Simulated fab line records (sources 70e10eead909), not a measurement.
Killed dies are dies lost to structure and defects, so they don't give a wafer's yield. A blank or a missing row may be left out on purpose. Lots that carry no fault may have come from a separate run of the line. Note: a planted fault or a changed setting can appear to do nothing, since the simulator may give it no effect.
fab line records	flow nandHarc
record: lots: 7	wafers: 21	lastDay: 31
route steps=1302 shown P_ZERO_WELL@68 P_STI@69 END@1302
lots that met no fault: taken from a fault-free run of the same line
startH: hours from the record's opening day to when the first of the lot's shown wafers began	waitH: time in hours since the lot's previous step	" same as the row above	L1.1+2: several wafers, shown together as one row	- no value present, or no start provided	* or withheld: withheld	< > ~ a bound
route shown NAME@n: NAME is a module with steps in the file, n the number in the route of the first one	usual: mean/standard deviation of fault-free wafers	same: alike in all rows	chamber/n: place in a boat	sites: each site's reading	_std_site: standard deviation of those values	_edge_site: mean of outer sites minus mean of inner sites	radiusMm: how far each site lies from the wafer's centre	mask NAME#n: copy n	behind: tool/chamber where the wafer was last shaped	hold: why the lot went on hold/how many hours it stayed there/how the hold came to an end	device: the n, p or np transistor that did not switch	end of line: tests of these same wafers at the route's end	a step without rows: its recipe alone	killed: dies lost to structure and defects at the first sort, not the wafer's yield	map: a wafer's dies, x killed, . not, _ none there
set.NAME: the setting the step ran with; set.NAME@STEP: the setting that earlier step ran with	model.NAME: the simulator's own value behind a step, which no gauge read
lots at some steps of the route; a table a step, a row a wafer
services: the hour from which a tool's chamber was out of use, counted from the record's first day as startH (under 0 if before that day), plus the number of hours and why
== steps ==
step: NHARC_P_ZERO_WELL_INSPECT_43
usual: rawDefectCount: 13/6.6
lot.wafer	tool	chamber	startH	waitH	rawDefectCount
L652.1	defectInspect-02	-	47.75	0.6	3
L652.2	"	-	"	"	8
L652.5	"	-	"	"	9
L659.2	defectInspect-02	-	118.13	0.5	4
L659.3	"	-	"	"	18
L659.4	"	-	"	"	6
L660.2	defectInspect-01	-	127.94	0.5	3
L660.4	"	-	"	"	16
L660.6	"	-	"	"	19
L662.2	defectInspect-02	-	147.61	0.5	7
L662.5	"	-	"	"	9
L662.6	"	-	"	"	10
L663.1	defectInspect-02	-	158.19	0.6	19
L663.3	"	-	"	"	22
L663.5	"	-	"	"	26
L664.3	defectInspect-02	-	167.72	0.4	14
L664.4	"	-	"	"	11
L664.6	"	-	"	"	6
L668.3	defectInspect-02	-	207.60	0.4	10
L668.4	"	-	"	"	17
L668.5	"	-	"	"	16
step: NHARC_P_STI_ETCH_26
recipe: targetDepthA: 110	chemistry: dHF	material: SiO2
step: NHARC_P_STI_PRECLEAN_27
recipe: timeS: *	tempC: 50	bathAgeMin: 0	chemistry: SC1
step: NHARC_P_STI_SRD_28
step: NHARC_P_STI_OXIDE_29
recipe: targetThkA: 100	tempC: 900	oxTimeS: 1362	material: SiO2
step: NHARC_P_STI_HM_DEP_30
recipe: targetThkA: 800	tempC: 790	pressureMtorr: 300	timeS: 873	material: Si3N4
step: NHARC_P_STI_DEHYDRATE_01
recipe: tempC: 150	timeS: 120
step: NHARC_P_STI_HMDS_02
recipe: timeS: 30
step: NHARC_P_STI_COAT_41
recipe: tempC: 200	timeS: 65
step: NHARC_P_STI_COAT_03
recipe: spinRpm: 2000	resistThkNm: 600
step: NHARC_P_STI_SOFTBAKE_04
recipe: tempC: 125	timeS: 70
step: NHARC_P_STI_EBR_05
step: NHARC_P_STI_EXPOSE_06
recipe: na: 0.55	targetCdNm: 200	doseMj: 37.69	maskId: P_STI
lot.wafer	tool	chamber	startH	waitH	mask
L652.1+2+5	krfScanner-02	0	66.71	-	P_STI#0
L659.2+3+4	krfScanner-02	0	134.32	-	P_STI#0
L660.2+4+6	krfScanner-02	0	143.70	-	P_STI#0
L662.2+5+6	krfScanner-02	0	164.17	-	P_STI#0
L663.1+3+5	krfScanner-03	0	173.26	-	P_STI#0
L664.3+4+6	krfScanner-02	0	184.65	-	P_STI#0
L668.3+4+5	krfScanner-01	0	225.84	-	P_STI#0
step: NHARC_P_STI_PEB_07
recipe: pebTempC: 128	pebTimeS: 80
step: NHARC_P_STI_DEVELOP_08
recipe: timeS: 50	devTempC: 22
step: NHARC_P_STI_CD_MEAS_09
recipe: targetCdNm: 200	landingEnergyEv: 500
usual: cdNm: 200.5/2.3
lot.wafer	tool	chamber	startH	waitH	cdNm
L652.1	cdSem-01	0	66.86	-	201.4
L652.2	"	0	"	"	200.7
L652.5	"	0	"	"	203.6
L659.2	cdSem-02	0	134.47	-	197.5
L659.3	"	0	"	"	196.8
L659.4	"	0	"	"	198.9
L660.2	cdSem-02	0	143.85	-	200.6
L660.4	"	0	"	"	197.5
L660.6	"	0	"	"	160.7
L662.2	cdSem-01	0	164.32	-	203.1
L662.5	"	0	"	"	160.4
L662.6	"	0	"	"	162.1
L663.1	cdSem-03	0	173.41	-	204.1
L663.3	"	0	"	"	200.7
L663.5	"	0	"	"	199.8
L664.3	cdSem-03	0	184.80	-	197.3
L664.4	"	0	"	"	194.4
L664.6	"	0	"	"	158.2
L668.3	cdSem-02	0	225.98	-	201.9
L668.4	"	0	"	"	202.7
L668.5	"	0	"	"	203.2
step: NHARC_P_STI_OVL_MEAS_10
usual: overlayXNm: 2/6.2	overlayYNm: -2/6.3
lot.wafer	tool	chamber	startH	waitH	overlayXNm	overlayYNm
L652.1	overlay-01	-	66.95	-	-8	11
L652.2	"	-	"	"	-8	11
L652.5	"	-	"	"	-8	11
L659.2	overlay-02	-	134.56	-	7	-4
L659.3	"	-	"	"	7	-4
L659.4	"	-	"	"	7	-4
L660.2	overlay-01	-	143.93	-	4	11
L660.4	"	-	"	"	4	11
L660.6	"	-	"	"	4	10
L662.2	overlay-01	-	164.41	-	4	6
L662.5	"	-	"	"	4	6
L662.6	"	-	"	"	3	5
L663.1	overlay-02	-	173.50	-	-2	-11
L663.3	"	-	"	"	-2	-11
L663.5	"	-	"	"	-2	-11
L664.3	overlay-02	-	184.88	-	4	-1
L664.4	"	-	"	"	4	-1
L664.6	"	-	"	"	4	-1
L668.3	overlay-02	-	226.07	-	-5	-2
L668.4	"	-	"	"	-5	-1
L668.5	"	-	"	"	-5	-1
step: NHARC_P_STI_INSPECT_11
usual: rawDefectCount: 5.5/2.6
lot.wafer	tool	chamber	startH	waitH	rawDefectCount
L652.1	defectInspect-01	-	66.98	0.0	1
L652.2	"	-	"	"	4
L652.5	"	-	"	"	5
L659.2	defectInspect-01	-	134.60	0.0	7
L659.3	"	-	"	"	6
L659.4	"	-	"	"	10
L660.2	defectInspect-01	-	143.97	0.0	9
L660.4	"	-	"	"	8
L660.6	"	-	"	"	14
L662.2	defectInspect-01	-	164.44	0.0	3
L662.5	"	-	"	"	5
L662.6	"	-	"	"	5
L663.1	defectInspect-02	-	173.54	0.0	9
L663.3	"	-	"	"	7
L663.5	"	-	"	"	7
L664.3	defectInspect-01	-	184.92	0.0	3
L664.4	"	-	"	"	6
L664.6	"	-	"	"	4
L668.3	defectInspect-01	-	226.10	0.0	4
L668.4	"	-	"	"	7
L668.5	"	-	"	"	6
step: NHARC_P_STI_HARDBAKE_13
recipe: tempC: 118	timeS: 65
step: NHARC_P_STI_DESCUM_14
recipe: timeS: 3	o2FlowSccm: 200	arFlowSccm: 0	biasPowerW: 0	chemistry: O2
usual: drypumpMotorCurrentA: 5.7/0.44	oesProductAu: 1.002/0.011	rfVppV: 57.7/0.85	showerheadPlenumPTorr: 1.91/0.086	throttleValvePct: 11.310/0.0082
lot.wafer	tool	chamber	startH	waitH	drypumpMotorCurrentA	oesProductAu	rfHoursCounterH	rfVppV	showerheadPlenumPTorr	throttleValvePct	model.P_STI.cdNm
L652.2	rieDiel-04	1	67.12	-	5.7	0.994	4.2	57.4	1.92	11.303	201
L652.1	"	3	"	"	6.3	0.992	5.4	56.9	1.81	11.313	201.5
L652.5	"	1	"	"	5.7	0.996	-	58.3	1.92	11.314	203.6
L659.4	rieDiel-08	0	134.73	-	5.1	0.991	5.5	56.7	1.86	11.310	198.3
L659.3	"	1	"	"	5.9	0.995	6.0	57.0	1.89	11.316	198.3
L659.2	"	2	"	"	6.3	1.000	5.7	57.2	2.01	11.302	198
L660.4	rieDiel-08	1	144.12	-	5.9	1.004	6.9	58.0	1.89	11.319	198.8
L660.2	"	3	"	"	5.0	1.014	5.7	56.2	1.95	11.304	200.4
L660.6	"	0	"	"	5.1	0.996	-	58.4	1.86	11.297	160
L662.2	rieDiel-08	0	164.61	-	5.1	0.991	7.6	56.6	1.86	11.314	202.7
L662.6	"	1	"	"	5.9	1.002	-	57.0	1.89	11.308	163
L662.5	"	2	"	"	6.3	1.002	-	57.7	2.01	11.303	159.6
L663.3	rieDiel-07	2	173.69	-	6.5	1.005	2.6	58.2	1.90	11.324	200.2
L663.1	"	3	"	"	5.5	1.005	2.8	57.4	1.80	11.299	203.3
L663.5	"	1	"	"	6.1	1.021	-	57.6	1.83	11.310	199.2
L664.3	rieDiel-07	1	185.06	-	6.2	1.019	4.0	56.5	1.83	11.305	198
L664.4	"	3	"	"	5.6	1.008	3.6	57.3	1.80	11.310	193.8
L664.6	"	1	"	"	6.2	1.015	-	57.0	1.83	11.302	158.5
L668.3	rieDiel-07	0	226.25	-	5.6	1.005	5.7	60.0	2.04	11.306	202
L668.4	"	2	"	"	6.5	0.999	5.2	58.0	1.90	11.313	202.7
L668.5	"	3	"	"	5.5	0.989	-	56.4	1.80	11.308	202.6
step: NHARC_P_STI_ETCH_42
recipe: targetDepthA: 800	overetchA: 240	timeS: 61	ionEnergyEv: 200	n2FlowSccm: 150	h2FlowSccm: 150	arFlowSccm: 0	rfW: 400	biasW: 150	chemistry: N2/H2
usual: biasW: 150.0/0.43	drypumpMotorCurrentA: 5.8/0.46	oesProductAu: 1.002/0.011	rfVppV: 430.2/2.6	showerheadPlenumPTorr: 2.03/0.091	throttleValvePct: 14.172/0.0086
lot.wafer	tool	chamber	startH	waitH	biasW	drypumpMotorCurrentA	oesProductAu	rfHoursCounterH	rfVppV	showerheadPlenumPTorr	throttleValvePct
L652.1	rieDiel-04	2	67.21	0.1	149.7	5.5	0.999	4.8	431.4	2.14	14.163
L652.2	"	0	"	"	149.4	5.8	0.994	4.1	426.8	1.92	14.188
L652.5	"	2	"	"	150.0	5.5	0.983	-	433.6	2.14	14.171
L659.3	rieDiel-08	0	134.82	0.1	149.9	5.1	0.996	5.5	428.1	1.98	14.190
L659.2	"	1	"	"	150.2	5.9	1.000	6.0	429.7	2.01	14.162
L659.4	"	2	"	"	150.3	6.4	0.993	5.8	433.6	2.15	14.177
L660.4	rieDiel-08	2	144.19	0.1	149.8	6.4	1.001	6.2	432.3	2.15	14.171
L660.2	"	0	"	"	150.2	5.1	0.983	6.4	429.3	1.98	14.164
L660.6	"	2	"	"	149.3	6.4	1.000	-	434.0	2.15	14.172
L662.2	rieDiel-08	1	164.68	0.1	149.8	5.9	0.999	7.7	427.7	2.01	14.173
L662.5	"	2	"	"	149.2	6.3	0.999	-	432.9	2.15	14.175
L662.6	"	3	"	"	150.3	5.0	1.007	-	432.6	2.07	14.187
L663.3	rieDiel-07	1	173.75	0.1	149.8	6.2	1.020	2.8	429.2	1.95	14.166
L663.1	"	0	"	"	149.8	5.6	1.014	3.0	434.8	2.18	14.183
L663.5	"	2	"	"	149.3	6.5	1.005	-	429.4	2.02	14.177
L664.4	rieDiel-07	0	185.14	0.1	149.3	5.6	1.022	4.1	433.4	2.18	14.181
L664.3	"	1	"	"	149.6	6.1	1.024	4.0	427.6	1.95	14.162
L664.6	"	3	"	"	149.9	5.5	1.007	-	427.3	1.92	14.161
L668.4	rieDiel-07	0	226.32	0.1	149.7	5.6	1.013	5.7	434.8	2.18	14.168
L668.3	"	1	"	"	150.6	6.2	1.008	5.6	427.4	1.95	14.174
L668.5	"	0	"	"	150.2	5.6	1.015	-	435.4	2.18	14.171
step: NHARC_P_STI_ETCH_31
recipe: targetDepthA: 1089	timeS: 54.5	cf4FlowSccm: 100	chf3FlowSccm: 30	arFlowSccm: 0	rfW: 500	biasW: 200	chemistry: CF4/CHF3
usual: biasW: 200.0/0.67	drypumpMotorCurrentA: 5.8/0.46	oesProductAu: 0.963/0.019	rfVppV: 370.0/2.2	showerheadPlenumPTorr: 1.56/0.062	throttleValvePct: 16.802/0.009
lot.wafer	tool	chamber	startH	waitH	biasW	drypumpMotorCurrentA	oesProductAu	rfHoursCounterH	rfVppV	showerheadPlenumPTorr	throttleValvePct
L652.2	rieDiel-04	0	-	-	199.9	5.8	0.976	4.1	368.0	1.49	16.804
L652.1	"	2	"	"	200.5	5.5	0.947	4.9	374.7	1.65	16.798
L652.5	"	0	"	"	199.7	5.8	0.986	-	367.1	1.49	16.794
L659.4	rieDiel-08	0	-	-	202.3	5.2	0.957	5.5	368.0	1.53	16.808
L659.2	"	2	"	"	199.4	6.3	0.981	5.8	371.6	1.65	16.795
L659.3	"	3	"	"	199.9	5.0	0.992	5.2	370.9	1.60	16.792
L660.2	rieDiel-08	1	-	-	201.0	5.9	0.954	6.9	368.7	1.55	16.791
L660.4	"	0	"	"	199.4	5.1	0.955	6.4	369.1	1.53	16.791
L660.6	"	2	"	"	200.5	6.4	0.978	-	373.3	1.65	16.816
L662.2	rieDiel-08	2	-	-	201.5	6.3	0.969	7.1	373.5	1.65	16.807
L662.6	"	1	"	"	200.2	5.9	0.957	-	371.1	1.55	16.810
L662.5	"	2	"	"	200.8	6.4	0.955	-	373.7	1.65	16.816
L663.1	rieDiel-07	1	-	-	199.4	6.2	0.976	2.8	367.7	1.51	16.802
L663.3	"	0	"	"	199.3	5.5	0.978	3.0	374.9	1.67	16.816
L663.5	"	1	"	"	199.5	6.2	0.969	-	367.8	1.51	16.805
L664.4	rieDiel-07	0	-	-	200.0	5.6	0.975	4.1	373.5	1.67	16.800
L664.3	"	1	"	"	201.4	6.2	0.980	4.0	367.3	1.51	16.815
L664.6	"	3	"	"	199.7	5.5	0.998	-	368.3	1.49	16.825
L668.3	rieDiel-07	1	-	-	200.9	6.2	0.971	5.6	369.4	1.51	16.806
L668.4	"	3	"	"	200.0	5.5	0.944	5.3	366.0	1.49	16.794
L668.5	"	2	"	"	200.1	6.5	0.948	-	371.5	1.56	16.803
step: NHARC_P_STI_ETCH_15
recipe: targetDepthA: 3000	taperDeg: 4	timeS: 100.1	hbrFlowSccm: 150	cl2FlowSccm: 50	rfW: 400	icpW: 400	biasW: 100	chemistry: HBr/Cl2
usual: biasW: 99.98/0.27	drypumpMotorCurrentA: 5.7/0.47	heBacksideLeakSccm: 2.7/0.33	oesProductAu: 1.002/0.01	throttleValvePct: 26.406/0.0084
lot.wafer	tool	chamber	startH	waitH	biasW	drypumpMotorCurrentA	heBacksideLeakSccm	oesProductAu	rfHoursCounterH	throttleValvePct	model.P_STI.cdNm
L652.2	rieSi-02	3	67.41	-	99.55	5.9	5.5	1.010	0.8	26.405	201.8
L652.1	"	1	"	"	100.39	6.4	2.9	1.002	0.8	26.406	203
L652.5	"	3	"	"	99.69	5.9	2.9	1.007	-	26.423	203.5
L659.4	rieSi-01	1	135.01	-	99.98	6.4	2.3	1.007	0.7	26.406	197.6
L659.2	"	2	"	"	99.79	5.1	2.4	1.011	0.6	26.428	198.6
L659.3	"	0	"	"	99.50	6.0	3.2	0.998	0.8	26.408	198.9
L660.2	rieSi-01	1	144.40	-	100.07	6.4	2.4	1.004	0.8	26.406	199.4
L660.4	"	3	"	"	100.18	5.7	2.4	1.008	0.8	26.412	198.2
L660.6	"	1	"	"	99.79	6.4	2.3	0.999	-	26.414	160.3
L662.2	rieSi-02	0	164.89	-	100.24	5.4	2.5	0.995	0.3	26.388	202.5
L662.6	"	2	"	"	99.95	6.0	2.9	1.000	-	26.416	162.4
L662.5	"	3	"	"	99.94	5.9	3.0	0.997	-	26.400	158.6
L663.1	rieSi-01	1	173.95	-	99.63	6.5	2.4	0.996	1.0	26.406	203.9
L663.3	"	0	"	"	100.24	6.0	2.9	1.003	1.1	26.406	199.6
L663.5	"	1	"	"	100.30	6.4	2.5	0.988	-	26.393	198.8
L664.4	rieSi-01	0	185.33	-	100.19	6.0	2.9	1.014	1.2	26.415	194.2
L664.3	"	1	"	"	99.62	6.4	2.5	1.001	1.2	26.408	198
L664.6	"	1	"	"	100.06	6.4	2.5	1.014	-	26.397	159.3
L668.3	rieSi-02	0	226.54	-	99.73	5.4	2.5	0.999	0.8	26.403	202.1
L668.4	"	1	"	"	100.28	6.4	3.0	0.989	0.8	26.404	203
L668.5	"	3	"	"	99.67	5.9	3.1	0.991	-	26.414	201.5
step: NHARC_P_STI_CD_MEAS_16
usual: cdNm: 200.3/2.6
lot.wafer	tool	chamber	startH	waitH	cdNm
L652.1	cdSem-02	-	67.56	-	203.1
L652.2	"	-	"	"	201.7
L652.5	"	-	"	"	203.5
L659.2	cdSem-01	-	135.17	-	198.7
L659.3	"	-	"	"	198.9
L659.4	"	-	"	"	197.5
L660.2	cdSem-03	-	144.55	-	199.5
L660.4	"	-	"	"	198.0
L660.6	"	-	"	"	160.7
L662.2	cdSem-02	-	165.02	-	202.3
L662.5	"	-	"	"	158.5
L662.6	"	-	"	"	162.3
L663.1	cdSem-01	-	174.11	-	204.0
L663.3	"	-	"	"	199.9
L663.5	"	-	"	"	198.8
L664.3	cdSem-02	-	185.49	-	198.0
L664.4	"	-	"	"	194.4
L664.6	"	-	"	"	159.3
L668.3	cdSem-01	-	226.68	-	202.6
L668.4	"	-	"	"	202.9
L668.5	"	-	"	"	202.0
step: NHARC_P_STI_OCD_MEAS_17
usual: trenchFootCdNm: 158.4/2.4
lot.wafer	tool	chamber	startH	waitH	trenchFootCdNm
L652.1	ocd-02	-	67.64	0.1	158.8
L652.2	"	-	"	"	157.6
L652.5	"	-	"	"	161.7
L659.2	ocd-01	-	135.26	0.1	154.9
L659.3	"	-	"	"	154.5
L659.4	"	-	"	"	155.6
L660.2	ocd-02	-	144.64	0.1	157.9
L660.4	"	-	"	"	155.5
L660.6	"	-	"	"	118.4
L662.2	ocd-02	-	165.11	0.1	161.0
L662.5	"	-	"	"	119.3
L662.6	"	-	"	"	119.9
L663.1	ocd-02	-	174.20	0.1	162.4
L663.3	"	-	"	"	158.7
L663.5	"	-	"	"	158.3
L664.3	ocd-01	-	185.58	0.1	155.2
L664.4	"	-	"	"	152.4
L664.6	"	-	"	"	115.6
L668.3	ocd-01	-	226.76	0.1	159.4
L668.4	"	-	"	"	161.4
L668.5	"	-	"	"	162.1
step: NHARC_P_STI_STRIP_19
recipe: timeS: 900	tempC: 130	chemistry: SPM
step: NHARC_END_SORT_01
recipe: tempC: 25
usual: killedAtArray: 51/18	killedAtOther: 1.0/1.2	killedAtPeriphery: 3.7/2.9	killedDies: 55/19	killedOpen: 3.5/1.9	killedShort: 2.6/1.6
same: grossDies: 677
lot.wafer	tool	chamber	startH	waitH	killedAtArray	killedAtOther	killedAtPeriphery	killedDies	killedOpen	killedShort
L660.6	prober-02	0	664.06	4.0	24	2	509	535	9	1
L662.5	prober-02	0	686.09	3.7	71	0	521	592	2	3
L662.6	prober-02	0	686.89	4.0	87	0	405	492	1	0
L664.6	prober-02	0	712.93	4.0	54	1	490	545	3	2
L663.1	prober-01	0	716.53	2.5	70	3	6	79	3	4
L663.3	prober-01	0	718.18	3.1	55	3	10	68	2	4
L663.5	prober-01	0	719.82	3.8	38	4	9	51	1	0
killed by level:class
L660.6 P_STI:areaExpose=503 A_CONTACT:chamberFilmFlake=5 A_CHANNEL_HOLE_D1:chamberFilmFlake=4 A_STAIRCASE:chamberFilmFlake=4 A_DECK1_JOINT:geometricParticle:open=2 A_CHANNEL_FILL_D2:geometricParticle:open=2 A_SGD_CUT:chamberFilmFlake=2 THIN_TSV:chamberFilmFlake=2
L662.5 P_STI:areaExpose=514 A_CHANNEL_HOLE_D1:chamberFilmFlake=38 A_SLIT:chamberFilmFlake=10 P_GATE:chamberFilmFlake=6 A_STAIRCASE:chamberFilmFlake=5 A_CHANNEL_HOLE_D2:chamberFilmFlake=4 A_CHANNEL_FILL_D2:chamberFilmFlake=2 A_SGD_CUT:chamberFilmFlake=2
L662.6 P_STI:areaExpose=399 A_CHANNEL_HOLE_D1:chamberFilmFlake=33 A_SLIT:chamberFilmFlake=26 A_CHANNEL_HOLE_D2:chamberFilmFlake=16 P_GATE:chamberFilmFlake=6 A_STAIRCASE:chamberFilmFlake=5 A_CHANNEL_FILL_D2:chamberFilmFlake=2 A_SGD_CUT:chamberFilmFlake=2
L664.6 P_STI:areaExpose=483 A_SLIT:chamberFilmFlake=34 A_CHANNEL_HOLE_D2:chamberFilmFlake=7 P_CONTACT:chamberFilmFlake=4 A_STAIRCASE:chamberFilmFlake=4 A_CHANNEL_HOLE_D1:chamberFilmFlake=3 P_BONDPAD:chamberFilmFlake=2 A_WL_FILL:chamberFilmFlake=2
L663.1 A_CHANNEL_HOLE_D1:chamberFilmFlake=35 A_CONTACT:chamberFilmFlake=11 P_GATE:chamberFilmFlake=5 A_STAIRCASE:chamberFilmFlake=5 A_CHANNEL_FILL_D1:chamberFilmFlake=4 A_DECK1_JOINT:chamberFilmFlake=4 THIN_TSV:chamberFilmFlake=3 A_SLIT:chamberFilmFlake=3
L663.3 A_CHANNEL_HOLE_D1:chamberFilmFlake=31 P_GATE:chamberFilmFlake=9 A_STAIRCASE:chamberFilmFlake=5 A_WL_FILL:chamberFilmFlake=4 A_CONTACT:chamberFilmFlake=4 A_CHANNEL_FILL_D1:chamberFilmFlake=3 A_SLIT:chamberFilmFlake=2 THIN_TSV:chamberFilmFlake=2
L663.5 A_CHANNEL_HOLE_D1:chamberFilmFlake=21 A_CONTACT:chamberFilmFlake=9 P_GATE:chamberFilmFlake=6 THIN_TSV:chamberFilmFlake=4 A_SLIT:chamberFilmFlake=3 P_ZERO_WELL:chamberFilmFlake=2 A_STAIRCASE:chamberFilmFlake=2 P_CONTACT:geometricParticle:open=1
map L660.6 (x killed, . not)
____________x____________
_________xxxxxxx_________
_______xxxxxxxxxxx_______
______xxxxxxxxxxxxx______
_____xxxxxxxxxxxxxxx_____
____xxxxxx.xxxxx.xxxx____
____xxxxxxxxxxxxxxxxx____
___xxxxxxxxxxxxxxxxxxx___
___xxxxxx.x...xxxxxxxx___
__xxxxx.xxxxx..xxxxxxxx__
__xxxx.xx...xxxxxxxxxxx__
_xxxxxx.xx.xxx.x.xxxxxxx_
_xxxx.xxxx.....x.xxxxxxx_
_xxxxxxx.xx..xxx...xxxxx_
_xxxxxxx......x.xxxxx.xx_
_xxxxxxx..x.xxx...xxxxxx_
xxxxx.xx..x.....x.xxxxxxx
xxxxxx.xxx....x..xx.xxxxx
xxxx..xxx..xx...x.xxxxxxx
xxx.x.xx.......x.xxxxxxxx
xxxxxxx..x.x..x..x.xxxxxx
_xxxx.xxxx.x.....x.xxxxx_
_xxx.xxx....x...x.xxxxxx_
_xxxxxxxxxxx.x...xxxx.xx_
_xxxxxxxx.....xx.x.x.xxx_
_xxxxxx.xxxx...xx.xxxxxx_
__xxxxxxxxxx.xxx...xxxx__
__xxxxxxxx..x..xxxx.x.x__
___xxxxx.xx..xxxxxxxxx___
___xxxxx.x.xx.x.xxxxxx___
____xxxxxxxxxxxxxxxxx____
____xxxxxx.xxxxxxxxxx____
_____xxxxxxxxxx.xxxx_____
______xxxxxxxxxxxxx______
_______xxxxx.xxxxx_______
_________xxxxxxx_________
____________x____________
map L662.5 (x killed, . not)
____________x____________
_________xxxxxxx_________
_______xxxxxxxxxxx_______
______xxxxxxxxxxxxx______
_____xxxxxxxxxxxxxxx_____
____xxxxxxxxxxx.xxxxx____
____xxxxx.xxxxxxxxxxx____
___xxxxxxx..xxxxxxxxxx___
___xxxxxxxxxxx.xxxxxxx___
__xxxxx.xxxx.xxxxxxxxxx__
__xxxxxxxxx..xxx.xxxxxx__
_xxxxxxx.xxxxxxxxxxxxxxx_
_xxxxx.xxxxxxxxxx.xxxxxx_
_xxxxxxxx..x.xxxxxxxxxxx_
_xxxxx.x..x.xxxxxx.xxxxx_
_xxxxxxx..xx.xxxx.x.x.xx_
xxxxxxxx..x..x.xxxxxxxxxx
xxxxxxxx.x.xxxxxxxxx.xxxx
xxxxx.x.x.xx...xxxxxxxxxx
xxxxxx.x.x....x.xxxxxxxxx
xxxxxx.x...x.xx.xxx.xxxxx
_xxxxxxxx...xx.xxxxxxxxx_
_x.xx.xx.x....x.xxxxxxxx_
_xxxx.xxxxx.xxxxxxxxxxxx_
_xxxxx.x.xx..xxxxxxxxxxx_
_xxxxx.x.x.x.xx.xxxxxxxx_
__xxxxxxxxxxxxxxxxxxxxx__
__xxxxxxxxxx.xxxxxxxxxx__
___xxxxxxxxxx.xxxxxxxx___
___xx.xxxxxxxxxxxxxxxx___
____xxxxxx.xxxx.xxxxx____
____xxxxxxxxxxxxxx.xx____
_____xxxxxxxxxxxxxxx_____
______xxxxxxx.xxxxx______
_______xxxxxxxxxxx_______
_________xxxxxxx_________
____________x____________
== services ==
tool	chamber	startH	hours	kind
rieSi-01	2	46.91	5.6	repair
rieDiel-07	0	47.24	-	clean
krfScanner-03	-	57.18	4.0	pm
rieDiel-07	1	68.92	1.5	repair
krfScanner-02	-	71.72	9.7	repair
rieSi-01	-	72.72	0.1	repair
rieSi-02	-	77.59	0.2	repair
krfScanner-02	-	94.00	4.0	pm
rieSi-02	-	100.00	9.0	pm
rieDiel-04	2	104.55	4.6	repair
rieSi-01	2	104.65	2.3	repair
rieDiel-07	-	117.24	9.0	pm
rieDiel-08	-	120.47	0.1	repair
krfScanner-01	-	122.50	3.7	repair
rieDiel-04	3	150.29	31.8	repair
rieDiel-04	-	150.39	0.4	repair
krfScanner-03	-	160.23	6.2	repair
krfScanner-01	-	163.21	4.0	pm
rieSi-02	2	172.28	7.8	repair
rieDiel-04	-	177.90	9.0	pm
rieDiel-08	-	190.80	9.0	pm
krfScanner-01	-	191.88	4.6	repair
rieSi-01	-	193.00	9.0	pm
rieDiel-04	2	200.64	8.6	repair
== key ==
firstSign: step: NHARC_P_STI_CD_MEAS_09	reading: cdNm	direction: down	sigmas: 18	usual: 200.5	struck: 160.3
effect: step: NHARC_P_STI_CD_MEAS_16	reading: cdNm	direction: down	sigmas: 16	usual: 200.3	struck: 160.2
effect: step: NHARC_P_STI_OCD_MEAS_17	reading: trenchFootCdNm	direction: down	sigmas: 17	usual: 158.4	struck: 118.3
effect: step: NHARC_END_SORT_01	reading: killedAtPeriphery	direction: up	sigmas: 99+	usual: 3.7	struck: 481.2
modelEffect: step: NHARC_P_STI_DESCUM_14	value: P_STI.cdNm	without: 201.2	struck: 160.3
modelEffect: step: NHARC_P_STI_ETCH_15	value: P_STI.cdNm	without: 201	struck: 160.2
moreKillsBornAt: NHARC_P_STI_EXPOSE_06@krfScanner-02: 1899
metAt NHARC_P_STI_EXPOSE_06
struckWafers L660.6,L662.5,L662.6,L664.6
laterRowsLeftOut L660.6,L662.5,L662.6,L664.6
testerLeftOut L660,L662,L664
onsetBetween 134.32 143.70
fault: kind: processParameterDrift	tool: krfScanner-02	chamber: -	onsetH: 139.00	steps: NHARC_P_STI_EXPOSE_06	channel: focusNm	offset: 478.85	shape: step	endH: 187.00	scope: struckWafersOnly
testerLeftOut: of these lots the tester's yield and bins aren't shown, on N5 and GAA mostly nor the transistor test; their killed dies are dies lost to structure and defects alone, not to doping, threshold or leakage, so they don't give the yield
laterRowsLeftOut: the simulator's readings of these wafers behind a module that went badly wrong aren't trusted and aren't shown, but for the sort
